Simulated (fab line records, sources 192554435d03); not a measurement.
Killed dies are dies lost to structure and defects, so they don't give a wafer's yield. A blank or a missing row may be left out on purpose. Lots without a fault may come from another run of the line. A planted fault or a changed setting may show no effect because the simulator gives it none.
Chamber matching | flow n5_finfet | N5_BEOL_M0_STRIP_104 on rie_diel-02: 4 sister chambers
The step strips in N2/H2. 8 wafers are shown with their chamber, then 7 later ones without.

WAFERS WITH THEIR CHAMBER
wafer  | chamber | showerhead_plenum_p_Torr (Torr) | drypump_motor_current_A (A)
L078.1 | 1       | 2.68                            | 6.6
L080.3 | 0       | 2.53                            | 6.4
L080.5 | 2       | 2.63                            | 6.0
L083.4 | 3       | 2.51                            | 5.8
L083.5 | 2       | 2.63                            | 5.9
L083.6 | 3       | 2.51                            | 5.8
L090.3 | 0       | 2.52                            | 6.4
L090.4 | 1       | 2.68                            | 6.6

WAFERS WITHOUT THEIR CHAMBER
wafer  | showerhead_plenum_p_Torr (Torr) | drypump_motor_current_A (A)
L090.5 | 2.52                            | 6.4
L089.2 | 2.50                            | 5.7
L089.3 | 2.52                            | 6.4
L089.5 | 2.52                            | 6.4
L095.2 | 2.67                            | 6.6
L095.3 | 2.50                            | 5.7
L095.4 | 2.52                            | 6.4

WHICH CHAMBER EACH WENT THROUGH
wafer  | from the rows above | in truth
L090.5 | 0                   | 0
L089.2 | 3                   | 3
L089.3 | 0                   | 0
L089.5 | 0                   | 0
L095.2 | 1                   | 1
L095.3 | 3                   | 3
L095.4 | 0                   | 0
Placed correctly: 7 of 7. Can't be placed from these rows: 0. Placed wrongly: 0.
How it was worked out, from the rows above alone: a wafer's distance from a chamber is the root of the sum, over the readings, of the square of ((its reading less the chamber's mean) divided by the reading's scatter). The wafer belongs to the nearest chamber; if the next one is less than 2 further off, it can't be placed. A chamber's mean is the mean of its shown wafers. The scatter: the root of (the sum of the squares of (reading less its chamber's mean) over the shown wafers, divided by (wafers less chambers)).
